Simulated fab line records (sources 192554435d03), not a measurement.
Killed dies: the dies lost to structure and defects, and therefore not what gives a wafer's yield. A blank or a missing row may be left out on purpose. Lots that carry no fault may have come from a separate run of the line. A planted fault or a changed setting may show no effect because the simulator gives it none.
Which tool did it? | flow n5-finfet | Sampling: 10 lots, 30 wafers, 5 of 1938 route steps

WHAT THE GAUGES READ, wafer by wafer
N5_GATE_CUT_CD_MEAS_13: target cd 20 nm.
lot  | measured     | on        | cd-nm (nm)
L722 | day 4 23:48  | cd-sem-03 | 20.05 19.88 20.01
L724 | day 5 13:23  | cd-sem-03 | 19.94 20.18 19.93
L726 | day 6 00:41  | cd-sem-03 | 19.70 19.84 19.68
L727 | day 6 07:06  | cd-sem-02 | 20.11 20.02 20.21
L728 | day 6 10:59  | cd-sem-03 | 20.03 19.84 19.70
L735 | day 8 07:47  | cd-sem-02 | 20.43 20.40 20.19
L736 | day 8 10:30  | cd-sem-01 | 20.30 20.50 20.16
L737 | day 8 20:12  | cd-sem-01 | 19.93 19.91 19.80
L741 | day 9 19:27  | cd-sem-02 | 20.19 20.25 19.92
L742 | day 10 00:20 | cd-sem-02 | 19.79 19.73 19.76

N5_BEOL_M4_RC_MEAS_101.
lot  | measured     | on        | DIBL_N (mV/V)  | DIBL_P (mV/V)  | IOFF_N (nA/um) | IOFF_P (nA/um) | ION_N (uA/um) | ION_P (uA/um) | SS_N (mV/dec)  | SS_P (mV/dec)  | VT_N (mV)   | VT_P (mV)
L722 | day 8 17:02  | prober-01 | 37.0 37.6 38.1 | 37.2 38.0 38.1 | 0.15 0.16 0.16 | 0.19 0.21 0.20 | 652 668 663   | 448 462 453   | 70.9 71.8 71.5 | 74.1 74.3 73.8 | 251 252 252 | -257 -253 -253
L724 | day 9 14:09  | prober-01 | 34.7 38.3 35.0 | 36.2 39.0 35.9 | 0.13 0.18 0.14 | 0.19 0.22 0.18 | 656 672 665   | 462 457 463   | 70.8 72.0 70.9 | 73.8 74.0 73.2 | 253 249 251 | -251 -251 -252
L726 | day 9 17:31  | prober-01 | 34.4 36.5 37.6 | 35.1 37.8 37.8 | 0.13 0.17 0.18 | 0.20 0.25 0.25 | 658 667 674   | 452 463 464   | 70.9 71.6 72.0 | 72.9 73.6 73.8 | 252 248 247 | -250 -246 -245
L727 | day 10 04:57 | prober-01 | 38.6 37.5 37.1 | 38.0 36.6 36.7 | 0.19 0.17 0.18 | 0.27 0.22 0.23 | 674 670 677   | 464 459 463   | 72.3 71.8 72.2 | 73.7 74.0 73.6 | 248 249 248 | -247 -250 -246
L728 | day 10 20:43 | prober-01 | 35.6 35.7 34.7 | 37.6 37.9 36.8 | 0.16 0.16 0.14 | 0.21 0.22 0.20 | 676 674 659   | 466 458 459   | 71.0 71.9 71.3 | 73.9 73.2 72.9 | 250 250 254 | -249 -252 -252
L735 | day 11 17:25 | prober-01 | 38.2 37.9 35.0 | 39.2 39.5 36.4 | 0.21 0.21 0.15 | 0.25 0.25 0.21 | 688 679 662   | 465 465 457   | 72.6 72.9 71.8 | 74.0 73.4 73.9 | 247 246 248 | -244 -249 -252
L736 | day 12 11:32 | prober-01 | 36.4 36.5 36.6 | 39.1 37.9 37.2 | 0.17 0.18 0.16 | 0.25 0.23 0.21 | 680 679 676   | 473 461 460   | 72.1 71.7 71.1 | 74.0 74.3 74.2 | 253 249 254 | -248 -249 -254
L737 | day 12 15:25 | prober-02 | 38.5 36.6 36.5 | 38.4 36.3 35.3 | 0.20 0.16 0.15 | 0.23 0.20 0.18 | 671 654 653   | 458 453 446   | 72.4 72.5 72.2 | 73.7 73.3 72.3 | 248 250 254 | -248 -252 -254
L741 | day 13 12:01 | prober-01 | 36.6 37.0 37.5 | 38.6 40.2 40.7 | 0.18 0.19 0.20 | 0.22 0.25 0.27 | 679 675 683   | 459 459 468   | 72.4 72.4 72.8 | 73.8 74.0 74.1 | 250 248 246 | -249 -252 -247
L742 | day 13 14:08 | prober-01 | 36.7 35.1 38.2 | 34.9 32.2 36.6 | 0.18 0.14 0.19 | 0.25 0.20 0.27 | 682 667 673   | 472 464 466   | 71.2 71.7 72.0 | 73.7 72.9 73.8 | 246 253 248 | -246 -249 -245

WHAT TOOL EACH LOT RAN ON (gives the tool, then ch and the chambers of the sampled wafers, and finally the start)
lot  | N5_GATE_CUT_STRIP_42               | N5_GATE_CUT_VAPOR_ETCH_49         | N5_GATE_CUT_CMP_23
L722 | rie-diel-06 ch 2,3, day 5 00:21    | rie-metal-03 ch 0,1, day 5 00:43  | cmp-04 ch 0,1,3, day 5 02:41
L724 | rie-diel-02 ch 1,2,3, day 5 13:46  | rie-metal-01 ch 0,1, day 5 14:08  | cmp-04 ch 0,2,3, day 5 15:53
L726 | rie-diel-06 ch 0,2,3, day 6 01:02  | rie-metal-01 ch 1, day 6 01:24    | cmp-04 ch 0,3, day 6 03:07
L727 | rie-diel-06 ch 0,2,3, day 6 07:28  | rie-metal-01 ch 0, day 6 07:50    | cmp-01 ch 1,2,3, day 6 09:38
L728 | rie-diel-06 ch 0,1,3, day 6 11:31  | rie-metal-03 ch 0,1, day 6 11:52  | cmp-01 ch 0,1,2, day 6 13:41
L735 | rie-diel-02 ch 0,1,2, day 8 08:09  | rie-metal-03 ch 0,1, day 8 08:31  | cmp-01 ch 0,1,2, day 8 10:14
L736 | rie-diel-04 ch 0,3, day 8 10:54    | rie-metal-03 ch 0,1, day 8 11:15  | cmp-01 ch 0,2,3, day 8 13:10
L737 | rie-diel-06 ch 1,3, day 8 20:43    | rie-metal-02 ch 0,1, day 8 21:05  | cmp-04 ch 0,2,3, day 8 22:50
L741 | rie-diel-04 ch 0,2,3, day 9 19:49  | rie-metal-02 ch 0,1, day 9 20:10  | cmp-04 ch 0,1,3, day 9 22:01
L742 | rie-diel-02 ch 0,2,3, day 10 00:46 | rie-metal-01 ch 0,1, day 10 01:07 | cmp-03 ch 0,1,2, day 10 02:51
- N5_GATE_CUT_STRIP_42: strips in O2.
- N5_GATE_CUT_VAPOR_ETCH_49: etches TiAlC in BCl3/Cl2.
- N5_GATE_CUT_CMP_23: polishes, stops on SiO2, t overpolish 23.4 s, target thk 16 nm.

WHAT THE TOOLS THEMSELVES READ (means of the sampled wafers that have a number; where no wafer has one, the mark that the record gives instead)
N5_GATE_CUT_STRIP_42.
lot  | tool        | drypump-motor-current-A (A) | oes-product-au (a.u.) | rf-vpp-V (V) | showerhead-plenum-p-Torr (Torr) | throttle-valve-pct (%)
L722 | rie-diel-06 | 4.7                         | 0.71                  | 3.1          | 2.03                            | 16.79
L724 | rie-diel-02 | 5.8                         | 0.71                  | 3.4          | 2.12                            | 16.86
L726 | rie-diel-06 | 4.7                         | 0.72                  | 3.4          | 2.05                            | 16.81
L727 | rie-diel-06 | 4.8                         | 0.72                  | 3.5          | 2.04                            | 16.82
L728 | rie-diel-06 | 5.1                         | 0.80                  | 3.1          | 2.08                            | 16.73
L735 | rie-diel-02 | 5.8                         | 0.78                  | 3.5          | 2.14                            | 16.68
L736 | rie-diel-04 | 5.7                         | 0.87                  | 3.7          | 2.15                            | 16.62
L737 | rie-diel-06 | 5.1                         | 0.77                  | 3.8          | 2.14                            | 16.71
L741 | rie-diel-04 | 5.5                         | 0.84                  | 3.0          | 2.16                            | 16.68
L742 | rie-diel-02 | 5.8                         | 0.86                  | 3.9          | 2.18                            | 16.67

N5_GATE_CUT_VAPOR_ETCH_49.
lot  | tool         | drypump-motor-current-A (A) | oes-product-au (a.u.)
L722 | rie-metal-03 | 6.1                         | 0.84
L724 | rie-metal-01 | 6.4                         | 0.63
L726 | rie-metal-01 | 6.6                         | 0.61
L727 | rie-metal-01 | 6.3                         | 0.64
L728 | rie-metal-03 | 6.1                         | 0.82
L735 | rie-metal-03 | 5.8                         | 0.93
L736 | rie-metal-03 | 6.1                         | 0.99
L737 | rie-metal-02 | 6.3                         | 0.76
L741 | rie-metal-02 | 6.1                         | 0.72
L742 | rie-metal-01 | 6.5                         | 0.87

N5_GATE_CUT_CMP_23.
lot  | tool   | head-pressure-psi (psi) | motor-current-A (A) | overpolish-run-s (s) | retaining-ring-pressure-frac | slurry-filter-dp-kPa (kPa) | time-to-endpoint-s (s)
L722 | cmp-04 | 2.497                   | 8.6                 | 23.403               | 1.000                        | 13.52                      | 21.4
L724 | cmp-04 | 2.499                   | 9.2                 | 23.393               | 1.000                        | 13.38                      | 17.6
L726 | cmp-04 | 2.499                   | 8.5                 | 23.402               | 1.001                        | 13.48                      | 23.5
L727 | cmp-01 | 2.498                   | 10.2                | 23.396               | 0.998                        | 13.42                      | 19.0
L728 | cmp-01 | 2.508                   | 8.8                 | 23.396               | 1.000                        | 13.47                      | 18.5
L735 | cmp-01 | 2.503                   | 8.8                 | 23.400               | 0.997                        | 13.42                      | 19.7
L736 | cmp-01 | 2.504                   | 9.3                 | 23.402               | 0.997                        | 13.49                      | 19.6
L737 | cmp-04 | 2.504                   | 9.1                 | 23.397               | 1.003                        | 13.37                      | 20.0
L741 | cmp-04 | 2.498                   | 8.4                 | 23.400               | 1.002                        | 13.44                      | 22.4
L742 | cmp-03 | 2.501                   | 8.1                 | 23.397               | 0.999                        | 13.56                      | 16.3

THE ANSWER, worked out from the rows above alone
Rule: the usual values come from the lots themselves. Put in order of their means at a reading, lots are off if they are a third of the lots or fewer, leave a main group of 4 or more, and stand apart from it by a gap of 3 or more times the standard deviation of the main group's means; of several such gaps the widest counts. A main group is skipped when, at the precision printed for the reading in the tables above, its means are all equal. A lot without any number at a reading at which 4 lots or more have one is off too. All remaining lots with rows at the step are treated as sound. First the gauges in route order, then the tools' own readings, where a lot's mean is used as printed above. The first step at which some lot is off is used, and at that step the reading that is off furthest; a lot without a number counts as furthest.
No lot is off on any of the readings shown, so nothing can be concluded from this.

WHAT THE SIMULATOR PUT IN
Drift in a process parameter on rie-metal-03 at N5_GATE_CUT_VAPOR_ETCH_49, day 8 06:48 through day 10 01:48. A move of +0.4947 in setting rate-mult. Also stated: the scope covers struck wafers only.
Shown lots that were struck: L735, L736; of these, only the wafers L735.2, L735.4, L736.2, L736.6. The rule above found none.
